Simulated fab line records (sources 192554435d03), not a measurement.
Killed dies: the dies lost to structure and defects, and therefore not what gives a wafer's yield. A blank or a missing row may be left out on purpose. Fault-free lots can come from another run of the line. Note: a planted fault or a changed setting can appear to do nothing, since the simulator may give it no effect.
Chamber matching :: flow n5 finfet :: 4 sister chambers for N5_FIN_SAQP_ETCH_34 on rie diel-03
The step etches SiO2 in C4F6/O2, target depth 45 nm, time 15 s. 8 wafers are shown with their chamber, then 12 later ones without.

WAFERS WITH THEIR CHAMBER
wafer: L081.5
chamber: 2
showerhead plenum p Torr (Torr): 2.72
throttle valve pct (%): 21.52

wafer: L081.6
chamber: 3
showerhead plenum p Torr (Torr): 2.88
throttle valve pct (%): 20.89

wafer: L083.1
chamber: 0
showerhead plenum p Torr (Torr): 2.92
throttle valve pct (%): 20.77

wafer: L083.4
chamber: 1
showerhead plenum p Torr (Torr): 2.97
throttle valve pct (%): 21.39

wafer: L083.5
chamber: 3
showerhead plenum p Torr (Torr): 2.88
throttle valve pct (%): 20.89

wafer: L085.1
chamber: 2
showerhead plenum p Torr (Torr): 2.71
throttle valve pct (%): 21.53

wafer: L085.2
chamber: 0
showerhead plenum p Torr (Torr): 2.92
throttle valve pct (%): 20.77

wafer: L085.6
chamber: 1
showerhead plenum p Torr (Torr): 2.96
throttle valve pct (%): 21.40

WAFERS WITHOUT THEIR CHAMBER
wafer: L087.2
showerhead plenum p Torr (Torr): 2.96
throttle valve pct (%): 21.40

wafer: L087.3
showerhead plenum p Torr (Torr): 2.92
throttle valve pct (%): 20.77

wafer: L087.4
showerhead plenum p Torr (Torr): 2.96
throttle valve pct (%): 21.39

wafer: L090.1
showerhead plenum p Torr (Torr): 2.87
throttle valve pct (%): 20.91

wafer: L090.2
showerhead plenum p Torr (Torr): 2.96
throttle valve pct (%): 21.40

wafer: L090.4
showerhead plenum p Torr (Torr): 2.87
throttle valve pct (%): 20.90

wafer: L094.2
showerhead plenum p Torr (Torr): 2.87
throttle valve pct (%): 20.92

wafer: L094.3
showerhead plenum p Torr (Torr): 2.95
throttle valve pct (%): 21.41

wafer: L094.4
showerhead plenum p Torr (Torr): 3.05
throttle valve pct (%): 21.17

wafer: L096.2
showerhead plenum p Torr (Torr): 2.87
throttle valve pct (%): 20.93

wafer: L096.3
showerhead plenum p Torr (Torr): 2.91
throttle valve pct (%): 20.50

wafer: L096.5
showerhead plenum p Torr (Torr): 2.91
throttle valve pct (%): 20.48

CHAMBER TAKEN BY EACH
wafer: L087.2
from the rows above: 1
in truth: 1

wafer: L087.3
from the rows above: 0
in truth: 0

wafer: L087.4
from the rows above: 1
in truth: 1

wafer: L090.1
from the rows above: 3
in truth: 3

wafer: L090.2
from the rows above: 1
in truth: 1

wafer: L090.4
from the rows above: 3
in truth: 3

wafer: L094.2
from the rows above: 3
in truth: 3

wafer: L094.3
from the rows above: 1
in truth: 1

wafer: L094.4
from the rows above: 1
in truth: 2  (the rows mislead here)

wafer: L096.2
from the rows above: 3
in truth: 3

wafer: L096.3
from the rows above: 0
in truth: 0

wafer: L096.5
from the rows above: 0
in truth: 0
Placed correctly: 11 of 12. Left unplaced by these rows: 0. Wrongly placed: 1.
How it was worked out, from the rows above alone: a wafer's distance from a chamber is the root of the sum, over the readings, of the square of ((its reading less the chamber's mean) divided by the reading's scatter). If the next closest chamber is less than 2 further off than the closest, the wafer can't be placed; otherwise it belongs to the closest. The mean given for a chamber averages the wafers shown for that chamber. The scatter is the square root of a quotient: the sum, over the shown wafers, of each reading's squared deviation from its chamber's mean, divided by wafers minus chambers.
